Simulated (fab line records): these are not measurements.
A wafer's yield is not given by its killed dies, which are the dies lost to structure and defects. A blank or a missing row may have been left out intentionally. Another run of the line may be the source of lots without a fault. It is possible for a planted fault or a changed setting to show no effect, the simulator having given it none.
Chamber matching	flow n5_finfet	4 sister chambers for N5_BEOL_M11_ALD_74 on ald_metal-03
The step deposits TaN, target thk 2 nm, pulse time 2 s, purge time 3 s. 14 wafers are shown with their chamber, then 7 later ones without.

WAFERS, EACH WITH ITS CHAMBER
wafer	chamber	heater_power_w (W)	precursor_vessel_pressure_torr (Torr)
L074.2	3	466	26.27
L074.4	2	368	26.33
L074.6	3	463	26.31
L077.1	1	380	26.25
L077.2	0	424	26.17
L077.5	1	387	26.23
L083.3	3	470	26.21
L083.4	0	426	26.31
L083.6	1	377	26.21
L085.2	0	442	26.19
L085.3	3	469	26.23
L085.6	0	438	26.23
L087.2	2	354	26.22
L087.4	0	435	26.17

SIGNATURES (means of the wafers above)
reading	chamber 0	chamber 1	chamber 2	chamber 3	scatter within a chamber
heater_power_w	433.00	381.33	361.00	467.00	6.49
precursor_vessel_pressure_torr	26.2140	26.2300	26.2750	26.2550	0.0516
Rule: a wafer's distance from a chamber is the root of the sum, over the readings, of the square of ((its reading less the chamber's mean) divided by the reading's scatter). The wafer belongs to the nearest chamber; if the next one is less than 2 further off, it can't be placed. How the scatter is found: for the shown wafers, subtract from each reading the mean of its chamber, square and add these, divide the total by (wafers less chambers), then take the root.

WAFERS MISSING THEIR CHAMBER
wafer	heater_power_w (W)	precursor_vessel_pressure_torr (Torr)
L087.6	393	26.25
L091.3	378	26.19
L091.4	431	26.26
L091.6	431	26.25
L092.1	467	26.16
L092.3	367	26.29
L092.4	380	26.16

EACH ONE'S CHAMBER
wafer	from the rows above	in truth
L087.6	1	1
L091.3	1	1
L091.4	0	0
L091.6	0	0
L092.1	3	3
L092.3	can't be placed: 2 or 1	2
L092.4	1	1
Correct placement for 6 of the 7. Can't be placed from these rows: 1 (the true chamber is among the candidates in 1). Number placed wrongly: 0.
